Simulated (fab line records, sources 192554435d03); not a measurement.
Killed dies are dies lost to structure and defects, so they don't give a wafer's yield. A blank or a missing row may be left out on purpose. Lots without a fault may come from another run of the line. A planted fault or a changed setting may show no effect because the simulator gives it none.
Chamber matching | flow n5_finfet | N5_BEOL_M5_ETCH_75 on rie_diel-02: 4 sister chambers
The step etches underlayer in N2/H2, target depth 6.5 nm, time 5.2 s. 8 wafers are shown with their chamber, then 12 later ones without.

WAFERS WITH THEIR CHAMBER
wafer  | chamber | drypump_motor_current_A (A) | showerhead_plenum_p_Torr (Torr)
L088.5 | 0       | 5.8                         | 2.52
L088.6 | 1       | 6.2                         | 2.60
L089.2 | 0       | 5.7                         | 2.52
L089.3 | 3       | 5.9                         | 2.42
L089.6 | 2       | 4.9                         | 2.51
L092.1 | 1       | 6.2                         | 2.59
L092.4 | 2       | 5.0                         | 2.51
L092.6 | 3       | 5.9                         | 2.42

WAFERS WITHOUT THEIR CHAMBER
wafer  | drypump_motor_current_A (A) | showerhead_plenum_p_Torr (Torr)
L095.2 | 5.9                         | 2.42
L095.3 | 5.0                         | 2.51
L095.5 | 4.9                         | 2.51
L093.1 | 5.9                         | 2.42
L093.3 | 4.9                         | 2.51
L093.5 | 6.2                         | 2.59
L094.1 | 5.9                         | 2.42
L094.2 | 5.8                         | 2.51
L094.5 | 5.9                         | 2.42
L096.2 | 6.1                         | 2.59
L096.4 | 5.0                         | 2.51
L096.6 | 5.9                         | 2.42

WHICH CHAMBER EACH WENT THROUGH
wafer  | from the rows above | in truth
L095.2 | 3                   | 3
L095.3 | 2                   | 2
L095.5 | 2                   | 2
L093.1 | 3                   | 3
L093.3 | 2                   | 2
L093.5 | 1                   | 1
L094.1 | 3                   | 3
L094.2 | 0                   | 0
L094.5 | 3                   | 3
L096.2 | 1                   | 1
L096.4 | 2                   | 2
L096.6 | 3                   | 3
Placed correctly: 12 of 12. Can't be placed from these rows: 0. Placed wrongly: 0.
How it was worked out, from the rows above alone: a wafer's distance from a chamber is the root of the sum, over the readings, of the square of ((its reading less the chamber's mean) divided by the reading's scatter). The wafer belongs to the nearest chamber; if the next one is less than 2 further off, it can't be placed. A chamber's mean is the mean of its shown wafers. The scatter: the root of (the sum of the squares of (reading less its chamber's mean) over the shown wafers, divided by (wafers less chambers)).
